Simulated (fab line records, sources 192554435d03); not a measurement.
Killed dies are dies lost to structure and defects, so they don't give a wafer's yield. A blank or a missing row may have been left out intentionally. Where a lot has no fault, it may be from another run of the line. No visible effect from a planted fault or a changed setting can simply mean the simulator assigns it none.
Lot-split experiment ; flow n5_finfet ; 21 wafers read from 7 lots, route of 1938 steps

== SPLIT DETAILS ==
At N5_BEOL_M10_TRENCH_ETCH_37 (etches SiCOH lowk in C4F6/O2, target depth 148.83 nm, time 48 s), the setting source_w was moved away from the recipe's 345 W on 7 of the 21 wafers read, by -16.9% to +11.4%. All remaining wafers had this setting at the recipe value.

== FROM THE SPLIT TO THE READING: what the file shows between them, 10 steps ==
- N5_BEOL_M10_ETCH_41: etches SiCN in CH3F/O2, target depth 42.6 nm, time 86 s
- N5_BEOL_M10_STRIP_77: strips in N2/H2, time 10 s
- N5_BEOL_M10_OCD_MEAS_38
- N5_BEOL_M10_HM_STRIP_39: strips TiN in peroxide tin strip, target depth 25 nm, time 158 s
- N5_BEOL_M10_SRD_40: time 30 s
- N5_BEOL_M10_ECD_50: material Cu, target thk 318 nm
- N5_BEOL_M10_ANNEAL_51: time 90 s
- N5_BEOL_M10_CMP_52: polishes, stops on SiCOH lowk, t overpolish 7 s, target thk 140 nm
- N5_BEOL_M10_PRE_CLEAN_55: time 15 s
- N5_BEOL_M10_DEP_56: deposits SiCN from 3MS/NH3, target thk 15 nm, time 26.5 s

== THE READING ==
M10_RS, in ohm/sq, at N5_BEOL_M10_RS_MEAS_57 (measures by four-point-probe). On this fab line, fault-free wafers typically give 0.150 ohm/sq with a standard deviation of 0.0031 ohm/sq.

wafer;tool, chamber at the split;source_w as run, W;against the recipe;M10_RS, ohm/sq;against lot-mates on the recipe
L078.3;rie_diel-03, 3;286.7;-16.9%;0.157;+0.007
L078.4;rie_diel-03, 0;286.7;-16.9%;0.162;+0.012
L078.5;rie_diel-03, 1;345;recipe;0.150;-
L077.1;rie_diel-02, 0;345;recipe;0.153;-
L077.5;rie_diel-02, 3;345;recipe;0.153;-
L077.6;rie_diel-02, 2;381.6;+10.6%;0.149;-0.004
L076.2;rie_diel-03, 3;286.7;-16.9%;0.158;+0.012
L076.5;rie_diel-03, 1;345;recipe;0.146;-
L076.6;rie_diel-03, 2;286.7;-16.9%;0.162;+0.016
L086.3;rie_diel-04, 3;345;recipe;0.153;-
L086.4;rie_diel-04, 1;345;recipe;0.145;-
L086.6;rie_diel-04, 3;345;recipe;0.154;-
L087.3;rie_diel-02, 1;345;recipe;0.148;-
L087.5;rie_diel-02, 0;345;recipe;0.151;-
L087.6;rie_diel-02, 1;345;recipe;0.149;-
L089.2;rie_diel-02, 1;345;recipe;0.152;-
L089.4;rie_diel-02, 3;345;recipe;0.154;-
L089.6;rie_diel-02, 3;291;-15.7%;0.165;+0.012
L096.2;rie_diel-02, 2;384.5;+11.4%;0.147;-0.006
L096.5;rie_diel-02, 3;345;recipe;0.151;-
L096.6;rie_diel-02, 2;345;recipe;0.155;-

THE FIT
A straight line over all 21 wafers: M10_RS changes by -0.000518 ohm/sq for each +1% of source_w; r = -0.82; the points scatter about the line by 0.0031 ohm/sq.
The same after taking each lot's own level away (the mean of its wafers on the recipe; 21 wafers): -0.000654 ohm/sq for each +1%; r = -0.92; scatter 0.0025 ohm/sq.
The reading moves by 0.011 ohm/sq for the largest change in source_w, on that fit.
The span of the lots' own levels, 0.1460 to 0.1530 ohm/sq, comes to 2.3 times the standard deviation stated above.
In other words, the slope is changed by the lot-to-lot level; the two fits disagree.
Check: +0.0125 ohm/sq against its lot-mates is what the line predicts for one of the wafers moved furthest among these (-16.9%) when that wafer is left out of the fit. It came out at +0.007 ohm/sq against them.
Tool readings at the split's step, against how far the setting was moved: rf_vpp_V r = -0.93.

== THE WHOLE CHAIN: every reading that the file lists as answering this split, in the file's order ==
step;what it does;reading;change (the file's fit);r (the file's)
N5_BEOL_M10_TRENCH_ETCH_37;etches SiCOH lowk in C4F6/O2, target depth 148.83 nm, time 48 s;rf_vpp_V;-4.6 V for each +1% of the setting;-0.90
N5_BEOL_M10_TRENCH_ETCH_37;etches SiCOH lowk in C4F6/O2, target depth 148.83 nm, time 48 s;BEOL_M10.feature_depth_nm (the simulator's own value, which no gauge read);+0.543 nm for each +1% of the setting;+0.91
N5_BEOL_M10_TRENCH_ETCH_37;etches SiCOH lowk in C4F6/O2, target depth 148.83 nm, time 48 s;etch.depth_nm (the simulator's own value, which no gauge read);+0.54 nm for each +1% of the setting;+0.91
N5_BEOL_M10_OCD_MEAS_38;;trench_depth_nm;+0.547 nm for each +1% of the setting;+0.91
N5_BEOL_M10_CMP_52;polishes, stops on SiCOH lowk, t overpolish 7 s, target thk 140 nm;Cu_of_BEOL_M10_ECD_50.thk_nm (the simulator's own value, which no gauge read);+0.513 nm for each +1% of the setting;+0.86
N5_BEOL_M10_RS_MEAS_57;measures by four-point-probe;M10_RS;-0.000639 for each +1% of the setting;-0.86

== THE FILE'S OWN FIT ==
M10_RS changes by -0.000639 ohm/sq for each +1% of source_w, r = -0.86.
